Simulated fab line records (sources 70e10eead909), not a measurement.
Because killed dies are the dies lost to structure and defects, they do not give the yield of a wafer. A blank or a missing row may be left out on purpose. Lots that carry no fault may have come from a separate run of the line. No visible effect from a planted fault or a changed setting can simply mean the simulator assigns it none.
fab line records	flow nandHarc
[record] lots = 12	wafers = 36	lastDay = 25
route steps=1159 shown A_STAIRCASE@617 END@1159
lots untouched by any fault: they come from a run of this same line in which no faults occurred
startH: start of the lot's first displayed wafer, in hours after the record's first day	waitH: time in hours since the lot's previous step	" as in the row above	L1.1+2: a single row standing in for several wafers	- no value, or no start given	* or withheld: withheld	< > ~ a bound
route shown NAME@n: a module of which the file shows steps, and the number in the route of the first	usual: the fault-free wafers' mean and standard deviation	same: alike in all rows	chamber/n: place in a boat	sites: each site's reading	_std_site: standard deviation of those values	_edge_site: the outer-site mean with the inner-site mean subtracted	radiusMm: how far each site lies from the wafer's centre	mask NAME#n: copy n	behind: the most recent tool/chamber to have shaped the wafer	hold: the reason the lot was held/the length of the hold in hours/how it ended	device: the n, p or np transistor that did not switch	end of line: tests run on the same wafers once the route is complete	step lacking rows: just its recipe	killed: count of dies lost to structure and defects at first sort (not the wafer's yield)	map: dies across one wafer; x = killed, . = not, _ = none there
set.NAME: the setting that was run; set.NAME@STEP: the one run at that earlier step	model.NAME: the simulator's own value behind a step, which no gauge read
one table for each step of the route and one row for each wafer, over a sample of lots
services: the hour from which a tool's chamber was out of use, counted from the record's first day as startH (under 0 if before that day), plus the number of hours and why
[[steps]]
[step NHARC_A_STAIRCASE_ETCH_223]
[recipe] targetDepthA = 1000	timeS = 40.5	ionEnergyEv = 400	c4f8FlowSccm = 20	o2FlowSccm = 10	arFlowSccm = withheld	rfW = 600	biasW = 1000	chemistry = C4F8/O2
[usual] oesProductAu = 0.948/0.013	rfVppV = 895/4.1
lot.wafer	tool	chamber	startH	waitH	oesProductAu	rfHoursCounterH	rfVppV
L936.3	rieDiel-02	2	-	-	0.935	35	898
L936.4	"	3	"	"	0.943	26	894
L936.5	"	1	"	"	0.945	-	896
L937.4	rieDiel-01	3	-	-	0.938	39	891
L937.5	"	0	"	"	0.958	-	896
L937.6	"	1	"	"	0.952	-	888
L938.4	rieDiel-07	1	-	-	0.966	10	900
L938.3	"	3	"	"	0.964	11	901
L938.1	"	0	"	"	0.945	11	899
L943.1	rieDiel-02	3	-	-	0.933	42	894
L943.4	"	0	"	"	0.934	50	890
L943.2	"	1	"	"	0.936	49	896
L942.2	rieDiel-01	0	-	-	0.969	58	897
L942.1	"	1	"	"	0.979	52	889
L942.4	"	2	"	"	0.964	60	887
L944.4	rieDiel-02	0	-	-	0.968	51	892
L944.5	"	2	"	"	0.941	-	898
L944.6	"	3	"	"	0.941	-	894
L946.1	rieDiel-07	1	-	-	0.963	28	899
L946.3	"	0	"	"	0.939	30	900
L946.5	"	2	"	"	0.944	-	894
L948.1	rieDiel-02	3	-	-	0.924	49	895
L948.3	"	0	"	"	0.943	56	890
L948.5	"	2	"	"	0.927	-	897
L947.1	rieDiel-02	0	-	-	0.950	57	891
L947.6	"	1	"	"	0.959	-	894
L947.5	"	2	"	"	0.945	-	899
L954.4	rieDiel-01	2	-	-	0.952	15	905
L954.2	"	3	"	"	0.960	17	889
L954.5	"	1	"	"	0.955	-	888
L957.3	rieDiel-07	2	-	-	0.943	49	895
L957.4	"	0	"	"	0.938	47	899
L957.6	"	3	"	"	0.955	-	900
L955.3	rieDiel-02	3	-	-	0.944	12	892
L955.6	"	0	"	"	0.942	-	889
L955.5	"	1	"	"	0.962	-	895
[step NHARC_A_STAIRCASE_TRIM_224]
[recipe] timeS = 211.2	o2FlowSccm = 500	arFlowSccm = 0	biasW = 0	chemistry = O2
[usual] chamberPressureMTorr = 60.00/0.054	drypumpMotorCurrentA = 5.81/0.3	oesProductAu = 1.004/0.012	rfVppV = 57.7/0.83	showerheadPlenumPTorr = 3.50/0.11	throttleValvePct = 17.037/0.0088
[same] biasW = 0
lot.wafer	tool	chamber	startH	waitH	chamberPressureMTorr	drypumpMotorCurrentA	oesProductAu	rfHoursCounterH	rfVppV	showerheadPlenumPTorr	throttleValvePct
L936.4	rieDiel-02	1	-	-	59.94	6.19	1.023	36	57.0	3.50	17.030
L936.3	"	3	"	"	59.91	5.27	1.005	26	57.5	3.48	17.041
L936.5	"	0	"	"	59.97	6.03	1.000	-	56.8	3.40	17.036
L937.4	rieDiel-01	3	-	-	59.93	5.94	0.980	39	58.4	3.35	17.030
L937.5	"	0	"	"	60.02	5.66	1.020	-	58.5	3.55	17.028
L937.6	"	1	"	"	59.96	5.43	0.997	-	56.5	3.34	17.045
L938.4	rieDiel-07	2	-	-	60.06	5.95	1.001	10	57.3	3.53	17.038
L938.3	"	3	"	"	59.95	6.20	0.999	11	57.9	3.70	17.037
L938.1	"	1	"	"	59.99	5.63	1.020	11	57.8	3.61	17.048
L943.2	rieDiel-02	1	-	-	60.03	6.19	1.003	49	57.1	3.50	17.032
L943.4	"	3	"	"	60.08	5.28	0.993	42	57.2	3.47	17.061
L943.1	"	0	"	"	59.98	5.99	0.992	50	56.5	3.39	17.050
L942.1	rieDiel-01	3	-	-	60.04	5.97	0.999	52	56.2	3.34	17.031
L942.2	"	0	"	"	59.97	5.66	1.024	58	58.0	3.55	17.047
L942.4	"	1	"	"	60.06	5.39	1.007	52	57.0	3.33	17.047
L944.4	rieDiel-02	3	-	-	59.99	5.28	0.989	43	57.9	3.47	17.022
L944.6	"	3	"	"	60.01	5.28	0.985	-	56.4	3.47	17.046
L944.5	"	0	"	"	60.01	6.01	1.010	-	57.3	3.39	17.035
L946.1	rieDiel-07	3	-	-	60.00	6.18	1.014	30	56.7	3.69	17.044
L946.3	"	1	"	"	59.94	5.63	1.025	28	58.3	3.60	17.032
L946.5	"	3	"	"	60.03	6.17	1.013	-	59.4	3.69	17.031
L948.3	rieDiel-02	1	-	-	59.91	6.21	1.018	56	57.2	3.49	17.036
L948.1	"	3	"	"	60.05	5.29	0.995	49	58.4	3.47	17.045
L948.5	"	1	"	"	59.99	6.19	1.008	-	57.6	3.49	17.032
L947.1	rieDiel-02	1	-	-	59.94	6.21	1.012	58	58.9	3.49	17.029
L947.6	"	0	"	"	59.98	6.03	1.000	-	58.0	3.38	17.023
L947.5	"	1	"	"	59.99	6.19	1.013	-	57.4	3.49	17.031
L954.2	rieDiel-01	0	-	-	60.07	5.68	0.995	17	57.8	3.53	17.022
L954.4	"	1	"	"	59.94	5.37	1.016	16	57.0	3.32	17.033
L954.5	"	2	"	"	59.97	5.74	1.020	-	58.5	3.80	17.046
L957.3	rieDiel-07	3	-	-	60.05	6.20	1.013	50	58.5	3.68	17.041
L957.4	"	2	"	"	59.95	5.92	1.009	49	58.9	3.51	17.042
L957.6	"	3	"	"	59.92	6.18	1.001	-	58.2	3.68	17.036
L955.3	rieDiel-02	1	-	-	60.00	6.21	1.022	17	58.5	3.48	17.041
L955.5	"	3	"	"	60.07	5.28	0.994	-	57.0	3.46	17.053
L955.6	"	0	"	"	60.06	6.02	1.000	-	57.8	3.38	17.020
[step NHARC_A_STAIRCASE_ETCH_230]
[recipe] targetDepthA = 1000	timeS = 40.5	ionEnergyEv = 400	c4f8FlowSccm = 20	o2FlowSccm = 10	arFlowSccm = withheld	rfW = 600	biasW = 1000	chemistry = C4F8/O2
[usual] oesProductAu = 0.954/0.017	rfVppV = 895/5.2
lot.wafer	tool	chamber	startH	waitH	oesProductAu	rfHoursCounterH	rfVppV
L936.4	rieDiel-01	1	-	-	0.978	36	889
L936.3	"	3	"	"	0.953	38	890
L936.5	"	0	"	"	0.992	-	897
L937.4	rieDiel-01	3	-	-	0.936	39	891
L937.5	"	1	"	"	0.950	-	888
L937.6	"	2	"	"	0.944	-	886
L938.1	rieDiel-01	2	-	-	0.936	47	887
L938.4	"	3	"	"	0.938	43	889
L938.3	"	1	"	"	0.951	40	888
L943.1	rieDiel-02	1	-	-	0.944	50	895
L943.2	"	3	"	"	0.932	42	894
L943.4	"	0	"	"	0.947	50	891
L942.2	rieDiel-01	0	-	-	0.971	58	897
L942.4	"	1	"	"	0.951	52	887
L942.1	"	2	"	"	0.949	60	887
L944.4	rieDiel-07	0	-	-	0.957	26	900
L944.6	"	0	"	"	0.961	-	901
L944.5	"	1	"	"	0.972	-	899
L946.3	rieDiel-07	2	-	-	0.952	29	895
L946.1	"	3	"	"	0.938	31	901
L946.5	"	0	"	"	0.939	-	900
L948.3	rieDiel-02	1	-	-	0.966	56	893
L948.1	"	3	"	"	0.942	49	894
L948.5	"	0	"	"	0.968	-	891
L947.1	rieDiel-07	3	-	-	0.972	33	903
L947.5	"	3	"	"	0.972	-	901
L947.6	"	0	"	"	0.942	-	900
L954.4	rieDiel-02	1	-	-	0.935	13	895
L954.2	"	3	"	"	0.913	10	893
L954.5	"	1	"	"	0.933	-	894
L957.4	rieDiel-07	1	-	-	0.965	50	898
L957.3	"	2	"	"	0.956	50	895
L957.6	"	1	"	"	0.975	-	899
L955.3	rieDiel-02	2	-	-	0.921	14	897
L955.6	"	1	"	"	0.958	-	895
L955.5	"	2	"	"	0.930	-	896
[step NHARC_A_STAIRCASE_TRIM_231]
[recipe] timeS = 211.2	o2FlowSccm = 500	arFlowSccm = 0	biasW = 0	chemistry = O2
[usual] biasW = 0/0	chamberPressureMTorr = 60.00/0.056	drypumpMotorCurrentA = 5.77/0.28	oesProductAu = 1.006/0.013	rfVppV = 57.6/0.87	showerheadPlenumPTorr = 3.49/0.13	throttleValvePct = 17.037/0.0091
lot.wafer	tool	chamber	startH	waitH	biasW	chamberPressureMTorr	drypumpMotorCurrentA	oesProductAu	rfHoursCounterH	rfVppV	showerheadPlenumPTorr	throttleValvePct
L936.3	rieDiel-01	1	258.09	-	0	60.03	5.38	1.002	36	56.3	3.34	17.032
L936.4	"	2	"	"	0	59.98	5.74	1.007	43	55.3	3.28	17.035
L936.5	"	1	"	"	0	60.07	5.33	1.015	-	56.4	3.34	17.032
L937.4	rieDiel-01	3	260.77	-	0	59.93	5.94	0.984	39	57.3	3.35	17.031
L937.5	"	3	"	"	0	60.09	5.95	0.989	-	57.3	3.35	17.026
L937.6	"	0	"	"	0	60.01	5.67	1.024	-	57.4	3.55	17.033
L938.3	rieDiel-01	1	268.89	-	0	60.01	5.33	1.015	40	57.1	3.34	17.038
L938.4	"	2	"	"	0	59.97	5.75	1.007	47	56.4	3.28	17.028
L938.1	"	0	"	"	0	59.96	5.69	1.020	46	58.1	3.55	17.034
L943.4	rieDiel-02	0	300.52	-	0	60.03	6.01	0.994	50	57.5	3.39	17.046
L943.1	"	1	"	"	0	59.88	6.17	0.999	50	56.4	3.50	17.042
L943.2	"	2	"	"	0	60.01	5.77	1.004	50	57.2	3.56	17.023
L942.2	rieDiel-01	2	300.78	-	0	60.08	5.73	1.011	60	57.0	3.27	17.042
L942.1	"	3	"	"	0	60.05	5.96	0.998	52	57.1	3.34	17.044
L942.4	"	1	"	"	0	60.04	5.36	1.006	52	57.6	3.33	17.033
L944.4	rieDiel-07	0	303.69	-	0	59.98	5.54	1.007	26	57.5	3.64	17.033
L944.5	"	3	"	"	0	59.98	6.21	1.001	-	58.1	3.69	17.025
L944.6	"	0	"	"	0	59.97	5.53	1.007	-	58.6	3.64	17.053
L946.1	rieDiel-07	2	316.69	-	0	59.98	5.91	1.011	29	56.4	3.52	17.027
L946.3	"	0	"	"	0	60.00	5.53	0.997	31	57.6	3.64	17.041
L946.5	"	3	"	"	0	60.02	6.19	1.007	-	59.4	3.69	17.043
L948.1	rieDiel-02	3	319.62	-	0	59.95	5.29	0.991	49	58.6	3.47	17.044
L948.3	"	0	"	"	0	59.98	6.00	1.005	56	56.9	3.39	17.040
L948.5	"	0	"	"	0	60.04	6.02	1.002	-	56.9	3.39	17.047
L947.1	rieDiel-07	0	322.52	-	0	59.97	5.55	0.989	34	58.9	3.64	17.023
L947.6	"	2	"	"	0	60.01	5.97	1.012	-	57.1	3.52	17.054
L947.5	"	3	"	"	0	59.92	6.19	1.003	-	57.5	3.69	17.047
L954.4	rieDiel-02	0	364.38	-	-	-	-	-	-	-	-	-
L954.2	"	1	"	"	-	-	-	-	-	-	-	-
L954.5	"	3	"	"	-	-	-	-	-	-	-	-
L957.3	rieDiel-07	2	372.29	-	0	60.02	5.96	1.010	50	57.9	3.51	17.047
L957.4	"	3	"	"	0	60.03	6.19	1.010	51	58.7	3.68	17.033
L957.6	"	0	"	"	0	59.94	5.53	1.001	-	57.6	3.63	17.030
L955.3	rieDiel-02	3	373.15	-	-	-	-	-	-	-	-	-
L955.5	"	2	"	"	-	-	-	-	-	-	-	-
L955.6	"	3	"	"	-	-	-	-	-	-	-	-
[step NHARC_END_SORT_01]
[recipe] tempC = 25
[usual] killedAtArray = 28/11	killedAtOther = 0.8/1.1	killedAtPeriphery = 3.3/2.8	killedDies = 32/11	killedOpen = 3.3/1.9	killedShort = 1.9/1.4
[same] grossDies = 677
lot.wafer	tool	chamber	startH	waitH	hold	killedAtArray	killedAtOther	killedAtPeriphery	killedDies	killedOpen	killedShort
L936.3	prober-02	0	457.90	3.1	-	8	1	10	19	3	0
L936.4	prober-02	0	458.70	3.4	-	12	2	2	16	2	2
L936.5	prober-02	0	459.51	3.7	-	13	0	3	16	4	1
L937.4	prober-01	0	458.83	3.4	-	27	0	10	37	1	2
L937.5	prober-01	0	459.62	3.7	-	19	1	9	29	3	0
L937.6	prober-01	0	460.41	4.0	-	23	0	12	35	1	3
L938.1	prober-01	0	468.76	2.5	-	34	0	1	35	3	3
L938.3	prober-01	0	470.34	3.1	-	21	0	3	24	2	2
L938.4	prober-01	0	471.14	3.4	-	19	0	3	22	4	1
L942.1	prober-01	0	494.68	2.5	-	12	0	2	14	3	0
L942.2	prober-01	0	495.47	2.8	-	21	0	3	24	6	3
L942.4	prober-01	0	497.06	3.4	-	15	0	4	19	2	0
L944.4	prober-02	0	497.07	3.4	-	31	0	0	31	2	2
L944.5	prober-02	0	497.87	3.7	-	21	1	0	22	1	1
L944.6	prober-02	0	498.67	4.0	-	29	1	0	30	7	1
L943.1	prober-01	0	502.46	2.5	-	29	0	6	35	8	0
L943.2	prober-01	0	503.26	2.8	-	41	0	0	41	4	0
L943.4	prober-01	0	504.86	3.4	-	38	1	1	40	3	0
L948.1	prober-02	0	506.00	2.5	-	34	3	6	43	1	3
L948.3	prober-02	0	507.63	3.1	-	36	5	6	47	2	0
L948.5	prober-02	0	509.25	3.8	-	40	4	1	45	0	3
L946.1	prober-02	0	513.88	2.5	-	35	1	6	42	8	3
L946.3	prober-02	0	515.46	3.1	-	31	3	7	41	6	2
L946.5	prober-02	0	517.04	3.7	-	24	0	5	29	3	1
L947.1	prober-01	0	518.07	2.6	-	37	0	2	39	2	5
L947.5	prober-01	0	521.28	3.7	-	39	0	9	48	3	3
L947.6	prober-01	0	522.09	4.0	-	36	0	6	42	2	3
L954.2	prober-02	0	577.23	2.7	awaitDispo/5.4h/scrap	676	0	1	677	2	4
L954.4	prober-02	0	578.83	3.4	awaitDispo/5.4h/scrap	674	1	2	677	6	2
L954.5	prober-02	0	579.63	3.7	awaitDispo/5.4h/scrap	675	0	2	677	5	1
L955.3	prober-01	0	578.19	3.1	awaitDispo/3.9h/scrap	673	0	4	677	1	2
L955.5	prober-01	0	579.80	3.7	awaitDispo/3.9h/scrap	669	1	7	677	3	3
L955.6	prober-01	0	580.61	4.0	awaitDispo/3.9h/scrap	669	0	8	677	1	4
L957.3	prober-02	0	585.83	3.1	-	46	5	4	55	4	3
L957.4	prober-02	0	586.62	3.4	-	44	2	2	48	2	2
L957.6	prober-02	0	588.21	4.0	-	43	0	4	47	4	1
// killed by level:class
L936.3 P_ZERO_WELL:chamberFilmFlake=5 P_BONDPAD:chamberFilmFlake=3 A_BLC:geometricParticle:open=2 P_STI:chamberFilmFlake=2 A_CHANNEL_HOLE_D1:chamberFilmFlake=2 A_CONTACT:geometricParticle:open=1 A_CHANNEL_FILL_D1:chamberFilmFlake=1 A_STAIRCASE:chamberFilmFlake=1
L936.4 A_CHANNEL_HOLE_D1:chamberFilmFlake=4 A_CONTACT:geometricParticle:open=2 A_CONTACT:chamberFilmFlake=2 THIN_TSV:chamberFilmFlake=2 A_ONON_D1:geometricParticle:short=1 A_WL_FILL:geometricParticle:short=1 P_GATE:chamberFilmFlake=1 P_BONDPAD:chamberFilmFlake=1
L937.4 A_CHANNEL_HOLE_D1:chamberFilmFlake=10 A_SLIT:chamberFilmFlake=8 A_WL_FILL:chamberFilmFlake=4 P_M0:chamberFilmFlake=3 P_BONDPAD:chamberFilmFlake=3 P_STI:chamberFilmFlake=2 A_CONTACT:chamberFilmFlake=2 P_M0:geometricParticle:open=1
L936.5 A_STAIRCASE:chamberFilmFlake=3 A_CONTACT:chamberFilmFlake=3 A_CHANNEL_FILL_D1:geometricParticle:open=2 P_BONDPAD:chamberFilmFlake=2 A_STAIRCASE:geometricParticle:open=1 A_CONTACT:geometricParticle:short=1 A_BLC:geometricParticle:open=1 P_ZERO_WELL:chamberFilmFlake=1
L937.5 A_SLIT:chamberFilmFlake=8 A_CHANNEL_HOLE_D1:chamberFilmFlake=6 P_BONDPAD:chamberFilmFlake=5 A_M0:geometricParticle:open=2 A_CONTACT:chamberFilmFlake=2 P_M1:geometricParticle:open=1 P_ZERO_WELL:chamberFilmFlake=1 P_STI:chamberFilmFlake=1
L937.6 A_CHANNEL_HOLE_D1:chamberFilmFlake=11 A_SLIT:chamberFilmFlake=8 P_STI:chamberFilmFlake=4 A_CHANNEL_FILL_D1:geometricParticle:short=3 P_M0:chamberFilmFlake=3 P_BONDPAD:chamberFilmFlake=3 A_CONTACT:geometricParticle:open=1 P_ZERO_WELL:chamberFilmFlake=1
L938.1 A_CHANNEL_HOLE_D1:chamberFilmFlake=19 A_CHANNEL_FILL_D1:chamberFilmFlake=3 A_STAIRCASE:chamberFilmFlake=3 A_SLIT:chamberFilmFlake=2 A_WL_FILL:chamberFilmFlake=2 P_GATE:geometricParticle:open=1 A_CHANNEL_FILL_D1:geometricParticle:short=1 A_CHANNEL_FILL_D1:geometricParticle:open=1
L938.3 A_CHANNEL_HOLE_D1:chamberFilmFlake=15 A_CONTACT:chamberFilmFlake=2 P_GATE:geometricParticle:open=1 A_CHANNEL_FILL_D1:geometricParticle:short=1 A_CONTACT:geometricParticle:short=1 A_CONTACT:geometricParticle:open=1 P_STI:chamberFilmFlake=1 P_GATE:chamberFilmFlake=1
L938.4 A_CHANNEL_HOLE_D1:chamberFilmFlake=13 A_SLIT:chamberFilmFlake=2 P_GATE:geometricParticle:open=1 P_CONTACT:geometricParticle:short=1 A_ONON_D1:geometricParticle:open=1 A_WL_FILL:geometricParticle:open=1 A_M0:geometricParticle:open=1 P_STI:chamberFilmFlake=1
L942.1 A_CHANNEL_HOLE_D1:chamberFilmFlake=3 A_STAIRCASE:chamberFilmFlake=2 A_BLC:chamberFilmFlake=2 A_ONON_D1:geometricParticle:open=1 A_CONTACT:geometricParticle:open=1 A_BLC:geometricParticle:open=1 P_STI:chamberFilmFlake=1 P_GATE:chamberFilmFlake=1
L942.2 A_SGD_CUT:chamberFilmFlake=6 A_ZERO_WELL:chamberFilmFlake=3 A_CHANNEL_HOLE_D1:chamberFilmFlake=3 A_WL_FILL:geometricParticle:open=2 A_STAIRCASE:chamberFilmFlake=2 P_GATE:geometricParticle:open=1 P_M0:geometricParticle:open=1 P_M1:geometricParticle:open=1
L942.4 A_STAIRCASE:chamberFilmFlake=5 A_BLC:chamberFilmFlake=5 A_CHANNEL_HOLE_D1:chamberFilmFlake=3 P_STI:chamberFilmFlake=2 P_M1:chamberFilmFlake=2 A_SGD_CUT:geometricParticle:open=1 A_CONTACT:geometricParticle:open=1
L944.4 A_CHANNEL_HOLE_D1:chamberFilmFlake=20 A_ZERO_WELL:chamberFilmFlake=3 A_CONTACT:chamberFilmFlake=3 A_ONON_D1:geometricParticle:short=1 A_SGD_CUT:geometricParticle:open=1 A_WL_FILL:geometricParticle:open=1 A_CONTACT:geometricParticle:short=1 A_STAIRCASE:chamberFilmFlake=1
L944.5 A_CHANNEL_HOLE_D1:chamberFilmFlake=14 A_STAIRCASE:chamberFilmFlake=2 A_ONON_D1:geometricParticle:short=1 A_CHANNEL_HOLE_D1:geometricParticle:open=1 A_ZERO_WELL:chamberFilmFlake=1 A_CHANNEL_FILL_D1:chamberFilmFlake=1 A_CONTACT:chamberFilmFlake=1 HYBRID_BOND:chamberFilmFlake=1
L944.6 A_CHANNEL_HOLE_D1:chamberFilmFlake=12 A_STAIRCASE:chamberFilmFlake=5 A_M0:geometricParticle:open=3 A_CONTACT:chamberFilmFlake=2 A_ONON_D1:geometricParticle:open=1 A_SGD_CUT:geometricParticle:open=1 A_WL_FILL:geometricParticle:open=1 A_CONTACT:geometricParticle:short=1
L943.1 A_CHANNEL_HOLE_D1:chamberFilmFlake=13 A_SLIT:chamberFilmFlake=8 A_ZERO_WELL:chamberFilmFlake=3 P_M0:geometricParticle:open=2 A_STAIRCASE:chamberFilmFlake=2 P_GATE:geometricParticle:open=1 P_CONTACT:geometricParticle:open=1 P_M1:geometricParticle:open=1
L943.2 A_CHANNEL_HOLE_D1:chamberFilmFlake=16 A_SLIT:chamberFilmFlake=9 A_STAIRCASE:chamberFilmFlake=6 A_ZERO_WELL:chamberFilmFlake=3 A_CONTACT:chamberFilmFlake=3 A_SGD_CUT:geometricParticle:open=1 A_WL_FILL:geometricParticle:open=1 A_CONTACT:geometricParticle:open=1
L943.4 A_CHANNEL_HOLE_D1:chamberFilmFlake=17 A_STAIRCASE:chamberFilmFlake=8 A_SLIT:chamberFilmFlake=7 A_CONTACT:chamberFilmFlake=2 A_CONTACT:geometricParticle:open=1 A_BLC:geometricParticle:open=1 A_M1:geometricParticle:open=1 P_STI:chamberFilmFlake=1
L948.1 A_CHANNEL_HOLE_D1:chamberFilmFlake=20 A_CONTACT:chamberFilmFlake=5 THIN_TSV:chamberFilmFlake=3 P_M1:chamberFilmFlake=2 A_SLIT:chamberFilmFlake=2 P_M0:geometricParticle:open=1 A_CONTACT:geometricParticle:short=1 A_BLC:geometricParticle:short=1
L948.3 A_CHANNEL_HOLE_D1:chamberFilmFlake=22 A_STAIRCASE:chamberFilmFlake=6 A_CONTACT:chamberFilmFlake=6 THIN_TSV:chamberFilmFlake=5 P_M1:chamberFilmFlake=3 P_CONTACT:geometricParticle:open=1 P_M0:geometricParticle:open=1 P_M0:chamberFilmFlake=1
L948.5 A_CHANNEL_HOLE_D1:chamberFilmFlake=21 A_STAIRCASE:chamberFilmFlake=8 A_CONTACT:chamberFilmFlake=7 THIN_TSV:chamberFilmFlake=4 A_WL_FILL:geometricParticle:short=1 A_M0:geometricParticle:short=1 A_M1:geometricParticle:short=1 P_M1:chamberFilmFlake=1
L946.1 A_SLIT:chamberFilmFlake=11 A_CHANNEL_HOLE_D1:chamberFilmFlake=5 A_STAIRCASE:chamberFilmFlake=4 A_BLC:chamberFilmFlake=4 A_CONTACT:chamberFilmFlake=3 A_SOURCE_PLATE:geometricParticle:open=2 A_BLC:geometricParticle:open=2 P_STI:chamberFilmFlake=2
L946.3 A_SLIT:chamberFilmFlake=17 A_STAIRCASE:chamberFilmFlake=4 A_BLC:chamberFilmFlake=3 P_CONTACT:geometricParticle:open=2 P_STI:chamberFilmFlake=2 THIN_TSV:chamberFilmFlake=2 P_M0:geometricParticle:open=1 A_SOURCE_PLATE:geometricParticle:short=1
L946.5 A_SLIT:chamberFilmFlake=10 A_CHANNEL_HOLE_D1:chamberFilmFlake=5 A_STAIRCASE:chamberFilmFlake=5 P_STI:chamberFilmFlake=3 P_CONTACT:geometricParticle:short=1 P_CONTACT:geometricParticle:open=1 A_CHANNEL_FILL_D1:geometricParticle:open=1 A_SGD_CUT:geometricParticle:open=1
L947.1 A_CHANNEL_HOLE_D1:chamberFilmFlake=21 A_SLIT:chamberFilmFlake=11 A_ONON_D1:geometricParticle:short=3 P_CONTACT:geometricParticle:open=1 P_M1:geometricParticle:open=1 A_CHANNEL_HOLE_D1:geometricParticle:short=1 A_WL_FILL:geometricParticle:short=1
L947.5 A_CHANNEL_HOLE_D1:chamberFilmFlake=25 P_ZERO_WELL:chamberFilmFlake=5 A_SLIT:chamberFilmFlake=5 A_STAIRCASE:chamberFilmFlake=3 A_CONTACT:geometricParticle:open=2 P_STI:chamberFilmFlake=2 P_M0:geometricParticle:open=1 A_SOURCE_PLATE:geometricParticle:short=1
L947.6 A_CHANNEL_HOLE_D1:chamberFilmFlake=15 A_SLIT:chamberFilmFlake=10 A_STAIRCASE:chamberFilmFlake=4 P_M1:chamberFilmFlake=3 A_CONTACT:geometricParticle:open=2 P_ZERO_WELL:chamberFilmFlake=2 A_CHANNEL_FILL_D1:chamberFilmFlake=2 A_WL_FILL:geometricParticle:short=1
L954.2 A_STAIRCASE:areaTrim=649 A_SLIT:chamberFilmFlake=15 A_CHANNEL_HOLE_D1:chamberFilmFlake=5 A_CONTACT:geometricParticle:short=2 P_CONTACT:geometricParticle:short=1 A_ONON_D1:geometricParticle:open=1 A_CHANNEL_FILL_D1:geometricParticle:open=1 A_SGD_CUT:geometricParticle:short=1
L955.3 A_STAIRCASE:areaTrim=641 A_SLIT:chamberFilmFlake=23 A_CHANNEL_HOLE_D1:chamberFilmFlake=5 P_M2:chamberFilmFlake=4 A_ONON_D1:geometricParticle:open=1 A_WL_FILL:geometricParticle:short=1 A_CONTACT:geometricParticle:short=1 A_WL_FILL:chamberFilmFlake=1
L954.4 A_STAIRCASE:areaTrim=642 A_SLIT:chamberFilmFlake=15 A_CHANNEL_HOLE_D1:chamberFilmFlake=5 A_WL_FILL:chamberFilmFlake=3 A_M0:geometricParticle:open=2 A_CONTACT:chamberFilmFlake=2 P_STI:geometricParticle:open=1 P_M2:geometricParticle:open=1
L954.5 A_STAIRCASE:areaTrim=640 A_SLIT:chamberFilmFlake=19 A_CHANNEL_HOLE_D1:chamberFilmFlake=7 A_CONTACT:chamberFilmFlake=4 P_CONTACT:geometricParticle:short=1 P_CONTACT:geometricParticle:open=1 A_SOURCE_PLATE:geometricParticle:open=1 A_SGD_CUT:geometricParticle:open=1
L955.5 A_STAIRCASE:areaTrim=641 A_SLIT:chamberFilmFlake=16 A_CHANNEL_HOLE_D1:chamberFilmFlake=5 A_CONTACT:chamberFilmFlake=4 P_ZERO_WELL:chamberFilmFlake=3 P_CONTACT:geometricParticle:short=2 P_GATE:geometricParticle:open=1 A_WL_FILL:geometricParticle:open=1
L955.6 A_STAIRCASE:areaTrim=644 A_SLIT:chamberFilmFlake=10 A_CHANNEL_HOLE_D1:chamberFilmFlake=7 P_M2:chamberFilmFlake=5 A_CONTACT:chamberFilmFlake=3 P_GATE:geometricParticle:short=1 P_CONTACT:geometricParticle:short=1 A_ONON_D1:geometricParticle:short=1
L957.3 A_CHANNEL_HOLE_D1:chamberFilmFlake=21 A_SLIT:chamberFilmFlake=16 THIN_TSV:chamberFilmFlake=5 A_CONTACT:chamberFilmFlake=4 A_WL_FILL:geometricParticle:open=2 P_CONTACT:geometricParticle:short=1 P_M0:geometricParticle:open=1 P_M2:geometricParticle:short=1
L957.4 A_CHANNEL_HOLE_D1:chamberFilmFlake=22 A_SLIT:chamberFilmFlake=11 A_WL_FILL:chamberFilmFlake=4 A_CONTACT:chamberFilmFlake=3 THIN_TSV:chamberFilmFlake=2 P_M0:geometricParticle:open=1 A_SGD_CUT:geometricParticle:short=1 A_WL_FILL:geometricParticle:short=1
L957.6 A_CHANNEL_HOLE_D1:chamberFilmFlake=21 A_SLIT:chamberFilmFlake=10 A_CONTACT:chamberFilmFlake=6 A_STAIRCASE:chamberFilmFlake=2 P_M0:geometricParticle:open=1 A_CHANNEL_HOLE_D1:geometricParticle:short=1 A_CHANNEL_FILL_D1:geometricParticle:open=1 A_WL_FILL:geometricParticle:open=1
[[services]]
tool	chamber	startH	hours	kind
rieDiel-02	0	234.97	-	clean
rieDiel-02	1	234.97	-	clean
rieDiel-02	2	234.97	-	clean
rieDiel-02	3	234.97	-	clean
rieDiel-02	0	259.54	-	clean
rieDiel-02	1	259.54	-	clean
rieDiel-02	2	259.54	-	clean
rieDiel-02	3	259.54	-	clean
rieDiel-02	0	284.04	-	clean
rieDiel-02	1	284.04	-	clean
rieDiel-02	2	284.04	-	clean
rieDiel-02	3	284.04	-	clean
rieDiel-01	3	288.44	4.6	repair
rieDiel-02	-	297.41	0.8	repair
rieDiel-02	0	308.58	-	clean
rieDiel-02	1	308.58	-	clean
rieDiel-02	2	308.58	-	clean
rieDiel-02	3	308.58	-	clean
rieDiel-02	-	327.99	9.0	pm
rieDiel-02	0	327.99	9.0	ventCycle
rieDiel-02	1	327.99	9.0	ventCycle
rieDiel-02	2	327.99	9.0	ventCycle
rieDiel-02	3	327.99	9.0	ventCycle
rieDiel-07	0	347.99	10.7	repair
[[key]]
[firstSign] step = NHARC_A_STAIRCASE_TRIM_231	reading = toolRecord	direction = missing
[effect] step = NHARC_END_SORT_01	reading = killedAtArray	direction = up	sigmas = 59	usual = 28	struck = 673
[moreKillsBornAt] NHARC_A_STAIRCASE_TRIM_231@rieDiel-02 = 3858
metAt NHARC_A_STAIRCASE_TRIM_231
struckLots L954,L955
laterRowsLeftOut L954.2,L954.4,L954.5,L955.3,L955.5,L955.6
testerLeftOut L954,L955
notActingAt NHARC_A_STAIRCASE_ETCH_223,NHARC_A_STAIRCASE_TRIM_224,NHARC_A_STAIRCASE_ETCH_230
onsetBetween 319.62 364.38
[fault] kind = skippedStepWhole	tool = rieDiel-02	chamber = -	onsetH = 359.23	steps = NHARC_A_STAIRCASE_TRIM_231	scope = struckLotsOnly
// testerLeftOut: of these lots the tester's yield and bins aren't shown, on N5 and GAA mostly nor the transistor test; their killed dies are dies lost to structure and defects alone, not to doping, threshold or leakage, so they don't give the yield
// laterRowsLeftOut: the simulator's readings of these wafers behind a module that went badly wrong aren't trusted and aren't shown, but for the sort
